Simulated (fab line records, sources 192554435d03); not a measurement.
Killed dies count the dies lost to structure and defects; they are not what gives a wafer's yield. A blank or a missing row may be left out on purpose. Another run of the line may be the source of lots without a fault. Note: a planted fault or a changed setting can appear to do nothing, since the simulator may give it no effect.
Matching of chambers :: flow n5 finfet :: N5_FIN_CUT_CUT_ETCH_28 on rie si-05: 4 sister chambers
The step etches Si in HBr/Cl2/O2, target depth 6 nm, time 2.4 s. 4 wafers are shown with their chamber, then 9 later ones without.

== WAFERS, EACH WITH ITS CHAMBER ==
wafer: L082.3
chamber: 2
drypump motor current A (A): 6.3

wafer: L085.6
chamber: 0
drypump motor current A (A): 5.9

wafer: L088.2
chamber: 3
drypump motor current A (A): 6.1

wafer: L088.6
chamber: 1
drypump motor current A (A): 5.3

== WAFERS WHOSE CHAMBER IS MISSING ==
wafer: L092.3
drypump motor current A (A): 6.1

wafer: L092.4
drypump motor current A (A): 5.9

wafer: L092.5
drypump motor current A (A): 5.9

wafer: L093.1
drypump motor current A (A): 6.4

wafer: L093.4
drypump motor current A (A): 5.4

wafer: L093.6
drypump motor current A (A): 6.1

wafer: L096.1
drypump motor current A (A): 6.1

wafer: L096.3
drypump motor current A (A): 6.3

wafer: L096.6
drypump motor current A (A): 6.1

== THE CHAMBER EACH PASSED THROUGH ==
wafer: L092.3
from the rows above: 3
in truth: 3

wafer: L092.4
from the rows above: 0
in truth: 0

wafer: L092.5
from the rows above: 0
in truth: 0

wafer: L093.1
from the rows above: 2
in truth: 2

wafer: L093.4
from the rows above: 1
in truth: 1

wafer: L093.6
from the rows above: 3
in truth: 3

wafer: L096.1
from the rows above: 3
in truth: 3

wafer: L096.3
from the rows above: 2
in truth: 2

wafer: L096.6
from the rows above: 3
in truth: 3
Correctly placed: 9 of 9. Can't be placed from these rows: 0. 0 placed wrongly.
How it was worked out, from the rows above alone: a wafer's distance from a chamber is the root of the sum, over the readings, of the square of ((its reading less the chamber's mean) divided by the reading's scatter). If the next closest chamber is less than 2 further off than the closest, the wafer can't be placed; otherwise it belongs to the closest. The mean given for a chamber averages the wafers shown for that chamber. The scatter: with one shown wafer a chamber, the root of the mean of the squares of how far each hidden wafer lies from its nearest shown one.
